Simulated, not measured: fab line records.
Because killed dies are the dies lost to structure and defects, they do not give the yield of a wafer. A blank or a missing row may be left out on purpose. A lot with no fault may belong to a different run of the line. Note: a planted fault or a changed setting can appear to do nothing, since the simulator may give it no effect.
What tool caused it? -- flow nand_harc -- 10 lots with 30 wafers sampled at 5 steps, on a route of 1302 steps

WHAT EACH GAUGE READ, for each wafer
NHARC_A_CHANNEL_HOLE_D1_INSPECT_40.
lot,measured,on,raw_defect_count
L413,day 8 20:50,defect_inspect-02,51 74 55
L414,day 9 02:46,defect_inspect-02,71 80 99
L415,day 9 18:47,defect_inspect-01,89 98 96
L417,day 10 20:54,defect_inspect-02,52 47 74
L423,day 13 02:14,defect_inspect-01,128 106 102
L427,day 14 23:35,defect_inspect-01,1138 1154 1195
L429,day 15 17:37,defect_inspect-01,1140 1229 1196
L430,day 15 18:13,defect_inspect-02,29 57 59
L435,day 17 17:47,defect_inspect-02,56 70 74
L436,day 18 16:42,defect_inspect-01,51 61 21

EACH LOT AND THE TOOL THAT RAN IT (in order: tool; ch and the chambers of the sampled wafers; start)
lot,NHARC_A_CHANNEL_HOLE_D1_ETCH_19,NHARC_A_CHANNEL_HOLE_D1_ETCH_22,NHARC_A_CHANNEL_HOLE_D1_ETCH_23,NHARC_A_CHANNEL_HOLE_D1_ETCH_44
L413,"har_etch-01 ch 0,1, day 8 15:07","har_etch-01 ch 0,1, day 8 15:59","har_etch-01 ch 0,1, day 8 16:33","rie_diel-05 ch 1,3, day 8 19:51"
L414,"har_etch-02 ch 0,1, day 8 21:03","har_etch-02 ch 0,1, day 8 21:55","har_etch-02 ch 0,1, day 8 22:28","rie_diel-12 ch 1,2, day 9 01:47"
L415,"har_etch-02 ch 0,1, day 9 13:04","har_etch-02 ch 0,1, day 9 14:01","har_etch-02 ch 0,1, day 9 14:36","rie_diel-12 ch 0,1,2, day 9 17:47"
L417,"har_etch-01 ch 0,1, day 10 15:14","har_etch-01 ch 0,1, day 10 16:20","har_etch-01 ch 0,1, day 10 16:58","rie_diel-12 ch 1,2,3, day 10 19:56"
L423,"har_etch-02 ch 0,1, day 12 20:32","har_etch-02 ch 0,1, day 12 21:25","har_etch-02 ch 0,1, day 12 21:59","rie_diel-12 ch 1,2,3, day 13 01:15"
L427,"har_etch-02 ch 1, day 14 13:46","har_etch-02 ch 1, day 14 15:29","har_etch-02 ch 1, day 14 16:37","rie_diel-12 ch 0,2,3, day 14 22:37"
L429,"har_etch-02 ch 1, day 15 11:55","har_etch-02 ch 1, day 15 12:52","har_etch-02 ch 1, day 15 13:27","rie_diel-12 ch 0,2, day 15 16:38"
L430,"har_etch-01 ch 0,1, day 15 12:30","har_etch-01 ch 0,1, day 15 13:23","har_etch-01 ch 0,1, day 15 13:56","rie_diel-05 ch 2,3, day 15 17:13"
L435,"har_etch-01 ch 0,1, day 17 12:05","har_etch-01 ch 0,1, day 17 12:57","har_etch-01 ch 0,1, day 17 13:31","rie_diel-01 ch 0,1,3, day 17 16:48"
L436,"har_etch-02 ch 0,1, day 18 10:59","har_etch-02 ch 0,1, day 18 11:52","har_etch-02 ch 0,1, day 18 12:26","rie_diel-12 ch 0,1,3, day 18 15:43"
- NHARC_A_CHANNEL_HOLE_D1_ETCH_19: etches the open film in C4F8/O2/Ar, time 34.5 s.
- NHARC_A_CHANNEL_HOLE_D1_ETCH_22: etches the open film in C4F8/O2/Ar, time 666.7 s, target depth 1600 nm.
- NHARC_A_CHANNEL_HOLE_D1_ETCH_23: etches the open film in C4F8/O2/Ar, time 819 s, target depth 1600 nm.
- NHARC_A_CHANNEL_HOLE_D1_ETCH_44: etches the open film in CF4/O2, target depth 140 nm, overetch 14 nm, time 77 s.

THE ANSWER, worked out from the rows above alone
Rule: the lots themselves supply what counts as usual. The widest of any qualifying gaps counts: lots, ordered by their means at a reading, are off when they make up no more than a third of the lots, leave a main group of 4 or more, and stand apart from it by 3 or more times the standard deviation of that group's means. A main group is skipped when, at the precision printed for the reading in the tables above, its means are all equal. A lot without any number at a reading at which 4 lots or more have one is off too. Where the step has rows for the other lots, those lots are counted as sound.
Off at NHARC_A_CHANNEL_HOLE_D1_INSPECT_40 (raw_defect_count): L427, L429. Mean 71 and standard deviation 22 in the main group.
A tool fits if, at a process step before that reading, it ran every lot that is off, and no sound lot after the first of them. Those tools and the gauges at NHARC_A_CHANNEL_HOLE_D1_INSPECT_40 are tried in the same way. No candidate that was tried fits.

WHAT WAS PUT IN BY THE SIMULATOR
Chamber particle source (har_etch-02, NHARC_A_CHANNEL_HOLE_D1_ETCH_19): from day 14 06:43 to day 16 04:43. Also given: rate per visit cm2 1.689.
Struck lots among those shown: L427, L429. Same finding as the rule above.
